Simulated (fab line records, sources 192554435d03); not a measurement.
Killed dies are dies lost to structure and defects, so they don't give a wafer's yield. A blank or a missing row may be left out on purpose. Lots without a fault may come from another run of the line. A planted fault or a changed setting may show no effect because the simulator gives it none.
Chamber matching | flow n5_finfet | N5_SD_EPI_N_ETCH_45 on rie_diel-05: 4 sister chambers
The step etches SiOCN in CH3F/O2, target depth 6 nm. 4 wafers are shown with their chamber, then 9 later ones without.

WAFERS WITH THEIR CHAMBER
wafer  | chamber | showerhead_plenum_p_Torr (Torr)
L084.2 | 2       | 2.06
L086.4 | 3       | 1.94
L092.2 | 1       | 2.00
L092.6 | 0       | 2.11

WAFERS WITHOUT THEIR CHAMBER
wafer  | showerhead_plenum_p_Torr (Torr)
L094.1 | 2.11
L094.2 | 2.06
L094.3 | 1.93
L095.4 | 2.06
L095.5 | 2.11
L095.6 | 1.93
L097.1 | 1.93
L097.2 | 2.11
L097.5 | 2.00

WHICH CHAMBER EACH WENT THROUGH
wafer  | from the rows above | in truth
L094.1 | 0                   | 0
L094.2 | 2                   | 2
L094.3 | 3                   | 3
L095.4 | 2                   | 2
L095.5 | 0                   | 0
L095.6 | 3                   | 3
L097.1 | 3                   | 3
L097.2 | 0                   | 0
L097.5 | 1                   | 1
Placed correctly: 9 of 9. Can't be placed from these rows: 0. Placed wrongly: 0.
How it was worked out, from the rows above alone: a wafer's distance from a chamber is the root of the sum, over the readings, of the square of ((its reading less the chamber's mean) divided by the reading's scatter). The wafer belongs to the nearest chamber; if the next one is less than 2 further off, it can't be placed. A chamber's mean is the mean of its shown wafers. The scatter: with one shown wafer a chamber, the root of the mean of the squares of how far each hidden wafer lies from its nearest shown one.
